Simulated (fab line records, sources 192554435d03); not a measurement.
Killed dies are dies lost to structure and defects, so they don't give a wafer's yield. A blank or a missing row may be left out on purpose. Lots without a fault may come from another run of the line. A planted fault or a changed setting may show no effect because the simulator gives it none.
Split-lot experiment | flow n5_finfet | 7 lots, 21 wafers read, on a route of 1938 steps

THE SPLIT
At N5_ZERO_LAYER_EXPOSE_08 (exposes mask ZERO, defocus 0 nm, target cd 2000 nm), the setting dose_mj was moved away from the recipe's 16.2 on 8 of the 21 wafers read, by -5.7% to +7.0%. The other wafers ran this setting at the recipe's value.

FROM THE SPLIT TO THE READING: what the file shows between them, 3 steps
- N5_ZERO_LAYER_PEB_09
- N5_ZERO_LAYER_DEVELOP_10: develop time 60 s
- N5_ZERO_LAYER_HARDBAKE_23: time 120 s

THE READING
cd_nm, in nm, at N5_ZERO_LAYER_CD_MEAS_11 (target cd 2000 nm). Fault-free wafers of this fab line usually give 1999.0 nm, standard deviation 2.9 nm.

wafer  | tool, chamber at the split | dose_mj as run | against the recipe | cd_nm, nm | against lot-mates on the recipe
L075.1 | krf_scanner-01, 0          | 15.27          | -5.7%              | 1984.0    | -13.3
L075.2 | krf_scanner-01, 0          | 15.27          | -5.7%              | 1985.6    | -11.7
L075.6 | krf_scanner-01, 0          | 16.2           | recipe             | 1997.3    | -
L083.1 | krf_scanner-02, 0          | 15.36          | -5.2%              | 1985.7    | no lot-mate on the recipe
L083.3 | krf_scanner-02, 0          | 15.36          | -5.2%              | 1986.5    | no lot-mate on the recipe
L083.5 | krf_scanner-02, 0          | 15.36          | -5.2%              | 1991.6    | no lot-mate on the recipe
L091.1 | krf_scanner-02, 0          | 16.96          | +4.7%              | 2009.6    | +11.9
L091.2 | krf_scanner-02, 0          | 16.2           | recipe             | 1997.7    | -
L091.3 | krf_scanner-02, 0          | 16.96          | +4.7%              | 2007.8    | +10.1
L092.1 | krf_scanner-02, 0          | 16.2           | recipe             | 2001.5    | -
L092.3 | krf_scanner-02, 0          | 16.2           | recipe             | 1999.9    | -
L092.4 | krf_scanner-02, 0          | 17.33          | +7.0%              | 2015.1    | +14.4
L095.3 | krf_scanner-02, 0          | 16.2           | recipe             | 1993.7    | -
L095.4 | krf_scanner-02, 0          | 16.2           | recipe             | 2000.6    | -
L095.5 | krf_scanner-02, 0          | 16.2           | recipe             | 1999.1    | -
L096.1 | krf_scanner-01, 0          | 16.2           | recipe             | 1999.2    | -
L096.4 | krf_scanner-01, 0          | 16.2           | recipe             | 1998.9    | -
L096.5 | krf_scanner-01, 0          | 16.2           | recipe             | 2002.5    | -
L097.1 | krf_scanner-02, 0          | 16.2           | recipe             | 1999.4    | -
L097.4 | krf_scanner-02, 0          | 16.2           | recipe             | 1995.8    | -
L097.6 | krf_scanner-02, 0          | 16.2           | recipe             | 1998.1    | -

THE FIT
A straight line over all 21 wafers: cd_nm changes by +2.24 nm for each +1% of dose_mj; r = +0.96; the points scatter about the line by 2.2 nm.
The same after taking each lot's own level away (the mean of its wafers on the recipe; 18 wafers): +2.19 nm for each +1%; r = +0.97; scatter 1.7 nm.
On that fit, the largest move of dose_mj shifts the reading by 15 nm.
The lots' own levels span 1997.30 to 2000.70 nm, that is 1.2 times the standard deviation above.
So the lot-to-lot level changes the slope little: the two slopes agree.
Check: with one of the wafers moved furthest among these (+7.0%) left out of the fit, the line predicts +15.8 nm for it against its lot-mates. It came out at +14.4 nm against them.

THE WHOLE CHAIN: every reading that the file lists as answering this split, in the file's order
step                     | what it does             | reading                                                           | change (the file's fit)              | r (the file's)
N5_ZERO_LAYER_CD_MEAS_11 | target cd 2000 nm        | cd_nm                                                             | +2.16 nm for each +1% of the setting | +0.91
N5_ZERO_LAYER_DESCUM_16  | chemistry O2, time 7.9 s | ZERO_LAYER.cd_nm (the simulator's own value, which no gauge read) | +2.17 nm for each +1% of the setting | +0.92

THE FILE'S OWN FIT
cd_nm changes by +2.16 nm for each +1% of dose_mj, r = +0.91.
